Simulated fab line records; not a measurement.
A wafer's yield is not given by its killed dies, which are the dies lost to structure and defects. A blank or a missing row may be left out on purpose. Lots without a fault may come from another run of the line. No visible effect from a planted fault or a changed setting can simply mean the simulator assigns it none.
fab line records	flow n5-finfet
[record] lots = 24	wafers = 72	last-day = 17
route steps=1938 shown MOL_CONTACT_COAG@539
lots that met no fault: taken from a fault-free run of the same line
start-h: start of the lot's first displayed wafer, in hours after the record's first day	wait-h: how many hours have passed since the lot's step before this one	" as in the row above	L1.1+2: one row covering several wafers at once	- value missing, or start not given	* or withheld: withheld	< > ~ a bound
route shown NAME@n: names a module that has steps shown in the file, with the first one's number in the route	usual: average and standard deviation across the fault-free wafers	same: alike in all rows	chamber/n: place in a boat	sites: the reading at each site	_std_site: their standard deviation	_edge_site: outer sites' mean less inner sites'	radius-mm: for every site, how far away it sits from the centre of the wafer	mask NAME#n: copy n	behind: the most recent tool/chamber to have shaped the wafer	hold: cause of the lot's hold/its duration in hours/its outcome	device: transistor that didn't switch, given as n, p or np	end of line: tests run on the same wafers once the route is complete	step lacking rows: just its recipe	killed: dies lost to structure and defects at the first sort, not the wafer's yield	map: dies across one wafer; x = killed, . = not, _ = none there
set.NAME: setting as actually run; set.NAME@STEP: the setting as run at that earlier step	model.NAME: the simulator's own value behind a step, which no gauge read
the route's steps for a sample of lots (tables are steps, rows are wafers)
services: when a tool's chamber went out of use (start-h, in hours from the record's first day, below 0 if earlier), for how many hours, and the reason
[[steps]]
[step N5_MOL_CONTACT_COAG_STRIP_98]
[recipe] chemistry = N2/H2	power-w = 500	temp-c = 40	pressure-mtorr = 50	rf-frequency-hz = 6e+07	overash-fraction = 0.3	bias-power-w = 8	h2-frac = 0.5	n2-flow-sccm = 300	h2-flow-sccm = 300
[usual] chamber-pressure-mTorr = 50.00/0.08	drypump-motor-current-A = 5.8/0.42	oes-product-au = 0.81/0.095	rf-vpp-V = 54.2/1.7	showerhead-plenum-p-Torr = 3.36/0.11	throttle-valve-pct = 18.92/0.29
lot.wafer	tool	chamber	start-h	wait-h	chamber-pressure-mTorr	drypump-motor-current-A	oes-product-au	rf-hours-counter-h	rf-vpp-V	showerhead-plenum-p-Torr	throttle-valve-pct
L074.1	rie-diel-04	3	87.64	0.0	49.91	5.5	0.87	32	54.1	3.28	18.98
L074.2	"	2	"	"	49.98	6.3	0.74	211	52.2	3.33	19.02
L074.3	"	1	"	"	49.94	5.7	0.77	148	56.5	3.50	19.24
L075.2	rie-diel-04	2	95.37	0.0	50.08	6.3	0.73	214	55.7	3.33	19.02
L075.5	"	2	"	"	49.93	6.3	0.72	-	54.1	3.33	19.02
L075.6	"	1	"	"	49.92	5.7	0.78	-	55.9	3.49	19.22
L076.3	rie-diel-02	1	103.98	0.0	49.91	5.6	0.70	207	54.4	3.19	18.54
L076.4	"	2	"	"	50.10	5.9	0.77	-	53.0	3.25	19.22
L076.5	"	1	"	"	50.09	5.6	0.70	-	51.7	3.19	18.55
L077.3	rie-diel-04	3	108.87	0.0	49.97	5.6	0.86	41	53.6	3.28	18.97
L077.5	"	0	"	"	50.13	5.6	0.96	-	55.5	3.56	18.30
L077.6	"	1	"	"	49.99	5.7	0.76	-	53.8	3.49	19.26
L078.2	rie-diel-03	3	114.71	0.0	49.95	6.1	0.90	31	56.9	3.42	18.76
L078.3	"	2	"	"	49.94	4.8	0.70	245	54.1	3.30	18.87
L078.4	"	3	"	"	50.05	6.1	0.90	-	56.6	3.42	18.76
L079.1	rie-diel-02	1	119.01	0.0	49.94	5.6	0.69	213	55.6	3.19	18.53
L079.3	"	2	"	"	50.14	5.9	0.76	147	55.1	3.25	19.22
L079.4	"	1	"	"	50.08	5.6	0.69	-	55.3	3.19	18.54
L080.2	rie-diel-02	2	129.71	0.0	50.04	5.9	0.75	152	55.1	3.25	19.25
L080.4	"	0	"	"	50.06	5.9	0.92	34	56.2	3.41	18.83
L080.6	"	1	"	"	49.89	5.6	0.70	-	54.8	3.18	18.55
L081.2	rie-diel-03	2	133.13	0.0	50.05	4.8	0.69	256	54.7	3.29	18.89
L081.5	"	0	"	"	50.01	5.7	0.65	-	52.1	3.30	19.66
L081.6	"	2	"	"	49.92	4.8	0.68	-	54.9	3.29	18.90
L082.1	rie-diel-03	3	143.05	0.0	50.12	6.1	0.88	48	55.5	3.41	18.79
L082.4	"	1	"	"	50.07	6.3	0.95	-	55.5	3.45	18.99
L082.5	"	2	"	"	50.05	4.8	0.69	-	50.8	3.29	18.90
L083.1	rie-diel-03	3	151.77	0.0	50.15	6.1	0.87	51	56.6	3.41	18.80
L083.4	"	3	"	"	50.07	6.1	0.86	-	53.2	3.41	18.81
L083.6	"	1	"	"	50.10	6.2	0.93	-	53.2	3.45	18.96
L084.1	rie-diel-04	2	154.42	0.0	49.91	6.2	0.72	230	53.2	3.32	19.06
L084.3	"	3	"	"	49.99	5.5	0.84	51	52.9	3.27	18.97
L084.4	"	1	"	"	50.01	5.7	0.76	168	51.2	3.48	19.30
L085.3	rie-diel-03	3	155.27	0.0	49.91	6.1	0.86	53	51.4	3.41	18.79
L085.5	"	1	"	"	49.96	6.3	0.92	-	52.6	3.45	19.00
L085.6	"	3	"	"	49.91	6.1	0.86	-	52.5	3.41	18.80
L086.1	rie-diel-03	3	160.92	0.0	50.02	6.1	0.85	55	53.6	3.41	18.79
L086.2	"	2	"	"	49.98	4.8	0.67	269	52.7	3.29	18.92
L086.4	"	2	"	"	49.80	4.8	0.67	-	54.5	3.29	18.89
L087.1	rie-diel-04	3	168.88	0.0	50.01	5.6	0.82	55	52.2	3.27	18.98
L087.3	"	0	"	"	49.95	5.5	0.92	20	52.4	3.55	18.32
L087.6	"	0	"	"	49.82	5.6	0.93	-	54.2	3.55	18.32
L088.1	rie-diel-02	2	177.03	0.0	49.96	5.9	0.74	170	51.6	3.24	19.28
L088.2	"	3	"	"	50.01	6.3	0.71	199	50.4	3.48	18.75
L088.4	"	0	"	"	49.98	5.9	0.89	52	52.2	3.40	18.82
L089.1	rie-diel-02	3	178.47	0.0	49.95	6.3	0.72	200	52.7	3.48	18.74
L089.2	"	0	"	"	49.94	5.9	0.90	52	55.6	3.40	18.84
L089.4	"	1	"	"	50.04	5.6	0.68	238	55.8	3.17	18.57
L090.3	rie-diel-02	1	190.84	0.0	49.93	5.6	0.67	241	51.0	3.17	18.62
L090.4	"	3	"	"	49.97	6.3	0.72	204	54.1	3.47	18.74
L090.6	"	0	"	"	50.02	5.9	0.89	-	52.9	3.40	18.86
L091.2	rie-diel-03	2	192.98	0.0	50.02	4.8	0.95	1	52.3	3.28	18.44
L091.3	"	3	"	"	50.05	6.1	0.84	68	54.5	3.40	18.85
L091.5	"	0	"	"	50.04	5.7	0.97	-	53.6	3.29	19.28
L092.2	rie-diel-02	1	201.55	0.0	50.11	5.6	0.67	245	54.3	3.17	18.59
L092.3	"	3	"	"	49.99	6.3	0.71	207	53.9	3.47	18.73
L092.4	"	0	"	"	50.01	5.9	0.88	59	53.7	3.39	18.86
L093.4	rie-diel-03	3	204.22	0.0	50.02	6.1	0.83	72	54.0	3.40	18.82
L093.5	"	0	"	"	49.86	5.7	0.92	-	52.4	3.29	19.25
L093.6	"	1	"	"	49.94	6.3	0.87	-	55.8	3.44	19.06
L094.1	rie-diel-04	0	210.01	0.0	50.02	5.5	0.89	35	56.7	3.54	18.34
L094.3	"	3	"	"	50.06	5.6	0.81	71	54.4	3.26	19.02
L094.5	"	2	"	"	49.92	6.3	0.70	-	53.3	3.31	19.05
L095.3	rie-diel-03	0	216.39	0.0	49.89	5.8	0.94	18	55.9	3.29	19.26
L095.4	"	1	"	"	49.98	6.2	0.86	30	54.6	3.43	19.01
L095.5	"	0	"	"	50.08	5.7	0.92	-	56.3	3.29	19.25
L096.3	rie-diel-04	0	221.25	0.0	50.09	5.5	0.88	40	53.9	3.54	18.34
L096.5	"	3	"	"	49.94	5.5	0.79	-	55.0	3.26	19.04
L096.6	"	0	"	"	50.02	5.5	0.87	-	56.6	3.54	18.36
L097.1	rie-diel-04	3	227.23	0.0	49.91	5.5	0.78	79	52.3	3.26	19.03
L097.3	"	1	"	"	49.93	5.7	0.73	188	55.2	3.47	19.33
L097.5	"	3	"	"	49.97	5.6	0.81	-	53.5	3.26	19.02
[step N5_MOL_CONTACT_COAG_ALD_20]
[recipe] material = TiN	target-thk-a = 15	temp-c = 400	ald-precursor-family = TiCl4	ald-co-reactant = NH3	pulse-time-s = 1	purge-time-s = 3	co-reactant-purge-time-s = 2	co-reactant-pulse-time-s = 2	ald-cycles = 68	pressure-torr = 3
[usual] heater-power-w = 938/87	precursor-pulse-height-rel = 1.000/0.02	susceptor-temp-C = 400.01/0.21
[same] co-reactant-purge-time-s = 2
lot.wafer	tool	chamber	start-h	wait-h	heater-power-w	precursor-pulse-height-rel	susceptor-temp-C
L074.1	ald-metal-02	2	91.80	0.1	914	0.998	399.31
L074.2	"	3	"	"	814	1.027	399.88
L074.3	"	0	"	"	1029	0.988	399.92
L075.2	ald-metal-02	3	96.05	0.1	823	0.985	400.38
L075.5	"	0	"	"	992	1.051	399.98
L075.6	"	1	"	"	956	0.959	400.14
L076.3	ald-metal-02	0	105.99	0.1	1032	0.988	400.11
L076.4	"	2	"	"	908	0.988	400.11
L076.5	"	3	"	"	813	0.969	400.11
L077.3	ald-metal-04	2	109.51	0.1	1057	1.031	400.26
L077.5	"	0	"	"	798	0.993	400.11
L077.6	"	3	"	"	917	1.006	399.80
L078.2	ald-metal-02	3	115.41	0.1	829	0.996	399.65
L078.3	"	0	"	"	1007	0.980	400.38
L078.4	"	1	"	"	971	0.956	400.17
L079.1	ald-metal-02	1	120.29	0.1	976	0.987	399.97
L079.3	"	0	"	"	1042	1.021	399.98
L079.4	"	3	"	"	825	1.016	399.95
L080.2	ald-metal-03	1	130.36	0.1	901	1.034	399.87
L080.4	"	2	"	"	803	1.027	399.79
L080.6	"	1	"	"	875	1.000	400.02
L081.2	ald-metal-02	1	133.97	0.1	961	1.019	399.80
L081.5	"	3	"	"	814	0.987	400.19
L081.6	"	1	"	"	995	1.010	399.93
L082.1	ald-metal-02	1	143.78	0.2	1003	1.020	400.33
L082.4	"	0	"	"	1030	1.000	400.32
L082.5	"	3	"	"	808	1.017	399.99
L083.1	ald-metal-04	2	152.46	0.1	1010	0.963	400.25
L083.4	"	3	"	"	896	1.020	399.89
L083.6	"	1	"	"	991	0.989	400.04
L084.1	ald-metal-02	0	155.07	0.1	1012	0.989	400.45
L084.3	"	3	"	"	825	0.945	400.24
L084.4	"	3	"	"	831	0.988	400.02
L085.3	ald-metal-03	3	157.93	0.1	952	1.006	400.11
L085.5	"	0	"	"	1104	1.031	399.93
L085.6	"	3	"	"	958	0.994	400.17
L086.1	ald-metal-02	3	165.97	0.1	811	1.020	399.43
L086.2	"	0	"	"	1013	0.988	400.06
L086.4	"	1	"	"	972	1.006	400.35
L087.1	ald-metal-04	0	169.59	0.1	804	0.994	399.95
L087.3	"	1	"	"	970	0.985	399.73
L087.6	"	1	"	"	979	0.999	399.95
L088.1	ald-metal-02	1	179.38	0.1	994	0.973	400.05
L088.2	"	3	"	"	821	1.002	399.81
L088.4	"	2	"	"	927	1.009	400.04
L089.1	ald-metal-04	3	179.50	0.1	926	0.982	399.97
L089.2	"	1	"	"	971	0.995	399.93
L089.4	"	0	"	"	783	1.029	399.89
L090.3	ald-metal-02	3	193.28	0.1	818	0.977	399.87
L090.4	"	1	"	"	985	0.970	400.19
L090.6	"	3	"	"	808	0.983	400.24
L091.2	ald-metal-03	2	193.69	0.1	816	1.009	400.00
L091.3	"	0	"	"	1109	0.995	399.65
L091.5	"	2	"	"	809	1.016	400.13
L092.2	ald-metal-02	3	202.20	0.1	819	1.005	400.28
L092.3	"	2	"	"	916	1.021	400.03
L092.4	"	0	"	"	1044	0.994	400.42
L093.4	ald-metal-04	1	204.99	0.1	969	0.988	399.93
L093.5	"	3	"	"	906	0.973	399.59
L093.6	"	2	"	"	1063	0.987	399.75
L094.1	ald-metal-02	1	211.62	0.1	993	1.016	400.08
L094.3	"	2	"	"	937	0.987	399.99
L094.5	"	2	"	"	939	1.043	400.15
L095.3	ald-metal-02	0	218.01	0.1	1025	0.961	400.01
L095.4	"	3	"	"	803	0.976	400.00
L095.5	"	2	"	"	917	0.988	400.07
L096.3	ald-metal-04	2	222.10	0.1	1061	1.038	399.96
L096.5	"	2	"	"	1088	0.957	400.18
L096.6	"	1	"	"	975	0.985	399.82
L097.1	ald-metal-02	3	227.99	0.1	827	1.000	400.03
L097.3	"	1	"	"	972	0.998	399.82
L097.5	"	1	"	"	993	0.956	400.12
[step N5_MOL_CONTACT_COAG_THK_MEAS_29]
[recipe] reads = SiNx_of_GATE_CUT_PECVD_57+SiNx_of_GATE_CUT_SAC_CAP_01
[usual] MD_CAP_THK = 17.93/0.1
lot.wafer	tool	chamber	start-h	wait-h	MD_CAP_THK[nm]
L074.1	film-metro-01	-	98.36	-	18.14
L074.2	"	-	"	"	17.91
L074.3	"	-	"	"	18.00
L075.2	film-metro-01	-	102.99	-	17.92
L075.5	"	-	"	"	17.90
L075.6	"	-	"	"	17.89
L076.3	film-metro-01	-	111.94	-	17.94
L076.4	"	-	"	"	17.87
L076.5	"	-	"	"	17.86
L077.3	film-metro-02	-	117.66	-	17.68
L077.5	"	-	"	"	17.63
L077.6	"	-	"	"	17.77
L078.2	film-metro-01	-	124.67	-	18.03
L078.3	"	-	"	"	17.96
L078.4	"	-	"	"	17.94
L079.1	film-metro-02	-	128.73	-	17.92
L079.3	"	-	"	"	17.98
L079.4	"	-	"	"	17.96
L080.2	film-metro-02	-	136.76	-	17.93
L080.4	"	-	"	"	17.96
L080.6	"	-	"	"	17.87
L081.2	film-metro-01	-	142.17	-	17.88
L081.5	"	-	"	"	18.08
L081.6	"	-	"	"	17.72
L082.1	film-metro-02	-	151.35	-	17.85
L082.4	"	-	"	"	17.84
L082.5	"	-	"	"	18.06
L083.1	film-metro-02	-	157.77	-	17.91
L083.4	"	-	"	"	17.89
L083.6	"	-	"	"	17.87
L084.1	film-metro-02	-	164.15	-	17.88
L084.3	"	-	"	"	17.86
L084.4	"	-	"	"	17.88
L085.3	film-metro-01	-	168.50	-	17.97
L085.5	"	-	"	"	18.07
L085.6	"	-	"	"	18.00
L086.1	film-metro-02	-	172.84	-	18.06
L086.2	"	-	"	"	18.16
L086.4	"	-	"	"	17.95
L087.1	film-metro-02	-	176.44	-	17.83
L087.3	"	-	"	"	17.93
L087.6	"	-	"	"	17.99
L088.1	film-metro-02	-	187.17	-	18.01
L088.2	"	-	"	"	18.07
L088.4	"	-	"	"	17.99
L089.1	film-metro-02	-	188.80	-	18.12
L089.2	"	-	"	"	17.94
L089.4	"	-	"	"	17.96
L090.3	film-metro-02	-	200.21	-	17.93
L090.4	"	-	"	"	18.04
L090.6	"	-	"	"	17.96
L091.2	film-metro-01	-	200.45	-	18.01
L091.3	"	-	"	"	18.03
L091.5	"	-	"	"	18.16
L092.2	film-metro-02	-	207.99	-	17.93
L092.3	"	-	"	"	18.07
L092.4	"	-	"	"	18.10
L093.4	film-metro-01	-	214.26	-	17.89
L093.5	"	-	"	"	17.95
L093.6	"	-	"	"	17.96
L094.1	film-metro-01	-	221.11	-	17.80
L094.3	"	-	"	"	17.95
L094.5	"	-	"	"	17.78
L095.3	film-metro-02	-	224.17	-	17.78
L095.4	"	-	"	"	17.95
L095.5	"	-	"	"	17.79
L096.3	film-metro-01	-	230.52	-	17.94
L096.5	"	-	"	"	17.92
L096.6	"	-	"	"	17.84
L097.1	film-metro-01	-	235.77	-	17.95
L097.3	"	-	"	"	17.73
L097.5	"	-	"	"	17.98
[step N5_MOL_CONTACT_COAG_OVL_MEAS_85]
[recipe] points-per-wafer = 522
[usual] VG_OVL = 0.5/0.69
lot.wafer	tool	chamber	start-h	wait-h	VG_OVL[nm]
L074.1	overlay-01	0	99.90	0.0	-1.6
L074.2	"	0	"	"	-0.4
L074.3	"	0	"	"	-0.2
L075.2	overlay-01	0	103.91	0.0	0.5
L075.5	"	0	"	"	1.1
L075.6	"	0	"	"	0.8
L076.3	overlay-01	0	113.15	0.0	1.0
L076.4	"	0	"	"	-0.6
L076.5	"	0	"	"	1.8
L077.3	overlay-01	0	118.70	0.0	0.2
L077.5	"	0	"	"	1.0
L077.6	"	0	"	"	0.6
L078.2	overlay-01	0	125.58	0.0	0.3
L078.3	"	0	"	"	1.1
L078.4	"	0	"	"	0.7
L079.1	overlay-02	0	129.64	0.0	0.7
L079.3	"	0	"	"	1.2
L079.4	"	0	"	"	0.2
L080.2	overlay-01	0	137.81	0.0	0.1
L080.4	"	0	"	"	0.1
L080.6	"	0	"	"	0.8
L081.2	overlay-02	0	143.09	0.0	1.1
L081.5	"	0	"	"	1.3
L081.6	"	0	"	"	1.3
L082.1	overlay-01	0	152.26	0.0	-0.3
L082.4	"	0	"	"	0.0
L082.5	"	0	"	"	0.8
L083.1	overlay-02	0	158.98	0.0	0.6
L083.4	"	0	"	"	0.5
L083.6	"	0	"	"	0.2
L084.1	overlay-01	0	165.19	0.0	0.8
L084.3	"	0	"	"	0.4
L084.4	"	0	"	"	0.8
L085.3	overlay-02	0	169.55	0.0	-0.4
L085.5	"	0	"	"	-0.9
L085.6	"	0	"	"	-0.2
L086.1	overlay-01	0	173.76	0.0	0.8
L086.2	"	0	"	"	1.4
L086.4	"	0	"	"	-0.1
L087.1	overlay-01	0	177.48	0.0	-0.5
L087.3	"	0	"	"	0.7
L087.6	"	0	"	"	0.5
L088.1	overlay-02	0	188.96	0.0	1.2
L088.2	"	0	"	"	0.1
L088.4	"	0	"	"	0.2
L089.1	overlay-02	0	189.97	0.0	-0.1
L089.2	"	0	"	"	0.6
L089.4	"	0	"	"	1.0
L090.3	overlay-02	0	201.19	0.0	-0.1
L090.4	"	0	"	"	0.6
L090.6	"	0	"	"	0.5
L091.2	overlay-01	0	201.37	0.0	-1.0
L091.3	"	0	"	"	0.3
L091.5	"	0	"	"	1.2
L092.2	overlay-01	0	208.92	0.0	2.1
L092.3	"	0	"	"	1.4
L092.4	"	0	"	"	2.2
L093.4	overlay-02	0	215.31	0.0	1.0
L093.5	"	0	"	"	0.8
L093.6	"	0	"	"	1.6
L094.1	overlay-02	0	222.84	0.0	0.9
L094.3	"	0	"	"	0.6
L094.5	"	0	"	"	1.1
L095.3	overlay-02	0	225.10	0.0	1.3
L095.4	"	0	"	"	0.6
L095.5	"	0	"	"	1.2
L096.3	overlay-02	0	231.56	0.0	1.2
L096.5	"	0	"	"	1.3
L096.6	"	0	"	"	0.4
L097.1	overlay-01	0	236.79	0.0	-0.4
L097.3	"	0	"	"	-0.8
L097.5	"	0	"	"	-0.4
[step N5_MOL_CONTACT_COAG_VIA_ETCH_46]
[recipe] chemistry = C4F6/O2	target-depth-a = 460	overetch-a = 92	mask-material = SOC	target = SiO2	bias-w = 455	pressure-mtorr = 10	time-s = 40	source-w = 325	Ar_flow_sccm = 300	C4F6_flow_sccm = 10	O2_flow_sccm = 10	ion-energy-ev = 575.3	ends = end-point
[usual] chamber-pressure-mTorr = 10.000/0.0095	drypump-motor-current-A = 5.8/0.42	oes-product-au = 0.71/0.081	rf-vpp-V = 1599/37	showerhead-plenum-p-Torr = 2.85/0.092	throttle-valve-pct = 40.9/0.42
lot.wafer	tool	chamber	start-h	wait-h	chamber-pressure-mTorr	drypump-motor-current-A	oes-product-au	rf-hours-counter-h	rf-vpp-V	showerhead-plenum-p-Torr	throttle-valve-pct
L074.1	rie-diel-04	2	100.46	0.0	10.006	6.3	0.64	216	1583	2.83	41.2
L074.2	"	0	"	"	9.993	5.6	0.88	1	1619	3.05	41.1
L074.3	"	3	"	"	9.998	5.5	0.76	37	1521	2.77	40.3
L075.2	rie-diel-03	0	104.56	0.0	9.998	5.8	0.61	247	1614	2.81	41.6
L075.5	"	3	"	"	10.006	6.1	0.82	-	1639	2.88	40.5
L075.6	"	0	"	"	10.003	5.8	0.61	-	1614	2.81	41.6
L076.3	rie-diel-04	0	114.03	0.0	10.013	5.5	0.84	7	1621	3.05	41.1
L076.4	"	3	"	"	9.989	5.5	0.76	42	1521	2.76	40.3
L076.5	"	1	"	"	9.991	5.7	0.67	-	1602	2.97	40.7
L077.3	rie-diel-02	1	119.31	0.0	10.010	5.6	0.62	213	1556	2.69	40.5
L077.5	"	2	"	"	10.005	5.9	0.68	-	1534	2.74	40.7
L077.6	"	1	"	"	9.998	5.6	0.62	-	1555	2.69	40.5
L078.2	rie-diel-03	3	127.08	0.0	9.987	6.1	0.79	38	1636	2.88	40.5
L078.3	"	2	"	"	10.008	4.8	0.62	252	1604	2.81	41.2
L078.4	"	0	"	"	10.021	5.7	0.61	-	1615	2.81	41.6
L079.1	rie-diel-03	0	131.42	0.0	9.996	5.8	0.60	261	1614	2.81	41.6
L079.3	"	3	"	"	9.986	6.1	0.78	41	1636	2.88	40.5
L079.4	"	2	"	"	9.998	4.8	0.63	-	1602	2.81	41.2
L080.2	rie-diel-02	2	138.37	0.0	9.993	5.9	0.67	155	1532	2.74	40.7
L080.4	"	3	"	"	9.987	6.3	0.64	185	1633	2.95	40.4
L080.6	"	0	"	"	10.007	5.9	0.79	-	1630	2.89	41.2
L081.2	rie-diel-04	2	144.42	0.0	10.004	6.2	0.64	227	1583	2.83	41.2
L081.5	"	3	"	"	10.000	5.5	0.76	-	1520	2.76	40.3
L081.6	"	2	"	"	9.995	6.3	0.65	-	1584	2.83	41.2
L082.1	rie-diel-03	2	153.10	0.0	10.005	4.8	0.62	266	1601	2.80	41.2
L082.4	"	3	"	"	9.991	6.1	0.76	-	1637	2.87	40.5
L082.5	"	2	"	"	10.003	4.8	0.61	-	1603	2.80	41.2
L083.1	rie-diel-02	0	159.57	0.0	10.016	5.9	0.78	46	1630	2.89	41.2
L083.4	"	1	"	"	9.996	5.6	0.61	231	1555	2.68	40.5
L083.6	"	0	"	"	9.994	5.9	0.79	-	1631	2.89	41.2
L084.1	rie-diel-02	0	165.86	0.0	10.002	5.9	0.78	48	1630	2.89	41.2
L084.3	"	2	"	"	10.014	5.9	0.66	165	1532	2.73	40.7
L084.4	"	1	"	"	9.987	5.6	0.63	232	1554	2.68	40.5
L085.3	rie-diel-04	3	170.66	0.0	9.994	5.5	0.74	56	1520	2.76	40.3
L085.5	"	3	"	"	9.998	5.5	0.74	-	1519	2.76	40.4
L085.6	"	2	"	"	10.007	6.3	0.63	-	1582	2.82	41.2
L086.1	rie-diel-02	0	174.67	0.0	9.998	5.9	0.78	51	1630	2.88	41.2
L086.2	"	1	"	"	10.003	5.6	0.61	236	1554	2.68	40.5
L086.4	"	2	"	"	10.005	5.9	0.66	169	1532	2.73	40.7
L087.1	rie-diel-03	1	178.15	0.0	9.995	6.2	0.80	18	1616	2.93	41.6
L087.3	"	3	"	"	9.999	6.1	0.74	63	1636	2.87	40.5
L087.6	"	0	"	"	9.994	5.7	0.84	-	1613	2.80	41.4
L088.1	rie-diel-02	2	189.66	0.0	10.001	5.9	0.66	174	1532	2.73	40.7
L088.2	"	0	"	"	10.020	5.9	0.78	55	1628	2.88	41.2
L088.4	"	1	"	"	9.983	5.6	0.62	241	1556	2.68	40.6
L089.1	rie-diel-04	0	190.87	0.0	10.004	5.6	0.79	27	1618	3.04	41.1
L089.2	"	1	"	"	10.003	5.7	0.66	180	1601	2.96	40.8
L089.4	"	3	"	"	10.014	5.5	0.74	63	1519	2.75	40.3
L090.3	rie-diel-04	3	201.74	0.0	9.993	5.5	0.73	67	1520	2.75	40.3
L090.4	"	1	"	"	9.996	5.7	0.67	184	1602	2.96	40.8
L090.6	"	2	"	"	9.994	6.3	0.62	-	1582	2.82	41.2
L091.2	rie-diel-03	0	202.01	0.0	10.014	5.7	0.81	14	1614	2.80	41.4
L091.3	"	2	"	"	10.007	4.8	0.82	5	1601	2.80	40.8
L091.5	"	2	"	"	10.003	4.8	0.83	-	1602	2.80	40.8
L092.2	rie-diel-03	0	209.48	0.0	9.996	5.7	0.81	17	1613	2.80	41.4
L092.3	"	2	"	"	10.005	4.8	0.82	7	1603	2.80	40.8
L092.4	"	3	"	"	10.004	6.1	0.75	74	1636	2.86	40.5
L093.4	rie-diel-03	2	215.86	0.0	10.002	4.8	0.83	8	1601	2.80	40.8
L093.5	"	1	"	"	10.004	6.2	0.79	-	1615	2.92	41.7
L093.6	"	2	"	"	9.999	4.8	0.82	-	1602	2.80	40.8
L094.1	rie-diel-03	3	223.55	0.0	10.006	6.1	0.74	78	1635	2.86	40.5
L094.3	"	1	"	"	9.997	6.3	0.78	33	1616	2.92	41.7
L094.5	"	3	"	"	10.014	6.1	0.74	-	1636	2.86	40.6
L095.3	rie-diel-02	3	225.82	0.0	9.989	6.3	0.62	-	1632	2.93	40.4
L095.4	"	0	"	"	9.989	5.9	0.77	-	1629	2.88	41.2
L095.5	"	0	"	"	9.992	5.9	0.77	-	1628	2.88	41.2
L096.3	rie-diel-02	0	233.69	0.0	10.006	5.9	0.75	73	1630	2.88	41.2
L096.5	"	3	"	"	9.997	6.3	0.63	-	1630	2.93	40.4
L096.6	"	2	"	"	10.004	5.9	0.65	-	1532	2.72	40.7
L097.1	rie-diel-02	0	240.15	0.0	9.997	5.9	0.75	78	1629	2.87	41.2
L097.3	"	3	"	"	10.010	6.3	0.63	225	1632	2.93	40.4
L097.5	"	3	"	"	9.992	6.3	0.62	-	1631	2.93	40.4
[step N5_MOL_CONTACT_COAG_STRIP_119]
[recipe] chemistry = N2/H2	time-s = 30	power-w = 1000	temp-c = 250	pressure-mtorr = withheld	n2-flow-sccm = 1750	h2-flow-sccm = 3250
[usual] drypump-motor-current-A = 5.69/0.22	heater-power-w = 344/53
lot.wafer	tool	chamber	start-h	wait-h	drypump-motor-current-A	heater-power-w	rf-hours-counter-h
L074.1	plasma-asher-02	1	100.65	0.1	5.47	331	94
L074.2	"	0	"	"	6.00	433	94
L074.3	"	1	"	"	5.47	318	-
L075.2	plasma-asher-02	1	104.75	0.1	5.47	325	95
L075.5	"	1	"	"	5.48	324	-
L075.6	"	0	"	"	6.01	418	-
L076.3	plasma-asher-02	0	114.24	0.1	5.99	416	-
L076.4	"	1	"	"	5.46	331	-
L076.5	"	1	"	"	5.51	337	-
L077.3	plasma-asher-01	0	119.52	0.1	5.53	311	-
L077.5	"	1	"	"	5.75	294	-
L077.6	"	0	"	"	5.52	305	-
L078.2	plasma-asher-01	0	127.27	0.1	5.49	307	46
L078.3	"	0	"	"	5.50	309	-
L078.4	"	1	"	"	5.75	297	-
L079.1	plasma-asher-02	0	131.61	0.1	6.01	435	99
L079.3	"	0	"	"	6.02	431	-
L079.4	"	1	"	"	5.50	323	-
L080.2	plasma-asher-01	1	138.56	0.1	5.74	297	47
L080.4	"	1	"	"	5.76	291	-
L080.6	"	0	"	"	5.47	320	-
L081.2	plasma-asher-02	0	144.60	0.1	6.01	429	101
L081.5	"	1	"	"	5.48	334	-
L081.6	"	0	"	"	6.02	423	-
L082.1	plasma-asher-01	1	153.29	0.1	5.77	299	51
L082.4	"	1	"	"	5.75	287	-
L082.5	"	0	"	"	5.52	300	-
L083.1	plasma-asher-01	1	159.76	0.1	5.74	300	52
L083.4	"	0	"	"	5.51	315	-
L083.6	"	0	"	"	5.50	313	-
L084.1	plasma-asher-01	0	166.05	0.1	5.48	303	53
L084.3	"	1	"	"	5.76	291	-
L084.4	"	0	"	"	5.49	309	-
L085.3	plasma-asher-02	1	170.87	0.1	5.50	320	-
L085.5	"	0	"	"	6.02	434	-
L085.6	"	1	"	"	5.45	331	-
L086.1	plasma-asher-02	1	174.86	0.1	5.50	326	107
L086.2	"	0	"	"	6.02	442	107
L086.4	"	1	"	"	5.45	328	-
L087.1	plasma-asher-02	1	178.34	0.1	5.47	328	108
L087.3	"	1	"	"	5.47	329	-
L087.6	"	0	"	"	6.03	415	-
L088.1	plasma-asher-01	0	189.84	0.1	5.50	313	57
L088.2	"	1	"	"	5.77	299	57
L088.4	"	0	"	"	5.47	317	-
L089.1	plasma-asher-02	0	191.06	0.1	6.04	420	111
L089.2	"	1	"	"	5.47	327	111
L089.4	"	1	"	"	5.48	334	-
L090.3	plasma-asher-01	0	201.95	0.1	5.51	305	-
L090.4	"	1	"	"	5.75	298	-
L090.6	"	0	"	"	5.51	315	-
L091.2	plasma-asher-02	1	202.19	0.1	5.47	324	114
L091.3	"	1	"	"	5.47	331	-
L091.5	"	1	"	"	5.49	331	-
L092.2	plasma-asher-01	0	209.67	0.1	5.49	313	61
L092.3	"	1	"	"	5.74	293	-
L092.4	"	0	"	"	5.50	309	-
L093.4	plasma-asher-02	1	216.06	0.1	5.48	331	-
L093.5	"	1	"	"	5.46	322	-
L093.6	"	0	"	"	5.99	421	-
L094.1	plasma-asher-02	1	223.74	0.1	5.49	323	118
L094.3	"	1	"	"	5.48	331	-
L094.5	"	0	"	"	6.02	426	-
L095.3	plasma-asher-01	1	226.08	0.1	5.77	301	-
L095.4	"	0	"	"	5.55	307	-
L095.5	"	1	"	"	5.79	296	-
L096.3	plasma-asher-01	1	233.90	0.1	5.74	303	-
L096.5	"	1	"	"	5.73	294	-
L096.6	"	0	"	"	5.49	311	-
L097.1	plasma-asher-02	0	240.33	0.1	6.02	425	121
L097.3	"	0	"	"	6.03	419	-
L097.5	"	0	"	"	6.03	425	-
[[services]]
tool	chamber	start-h	hours	kind
ald-metal-03	1	75.04	8.0	repair
ald-metal-04	3	86.69	18.1	repair
rie-diel-02	0	91.45	11.1	repair
plasma-asher-02	-	94.49	0.5	repair
rie-diel-02	3	99.64	9.0	repair
rie-diel-03	1	103.52	-	clean
rie-diel-03	1	103.52	-	consumable-replace:esc
rie-diel-03	1	103.52	-	consumable-replace:focus-ring
rie-diel-03	1	103.52	35.4	scheduled-down
ald-metal-02	-	108.40	0.5	repair
plasma-asher-02	-	115.07	5.4	repair
rie-diel-02	3	117.67	8.6	repair
rie-diel-04	-	122.84	15.6	pm
ald-metal-02	2	123.84	42.8	repair
ald-metal-04	2	134.49	3.6	repair
plasma-asher-01	-	156.58	0.9	repair
ald-metal-03	0	168.07	4.2	repair
plasma-asher-01	-	177.33	0.8	repair
ald-metal-02	-	205.81	2.8	pm
ald-metal-03	0	206.81	2.8	repair
rie-diel-03	-	212.07	0.1	repair
rie-diel-03	-	223.88	15.6	pm
plasma-asher-01	-	235.97	2.8	pm
rie-diel-04	3	238.86	7.2	repair
[[key]]
fault none
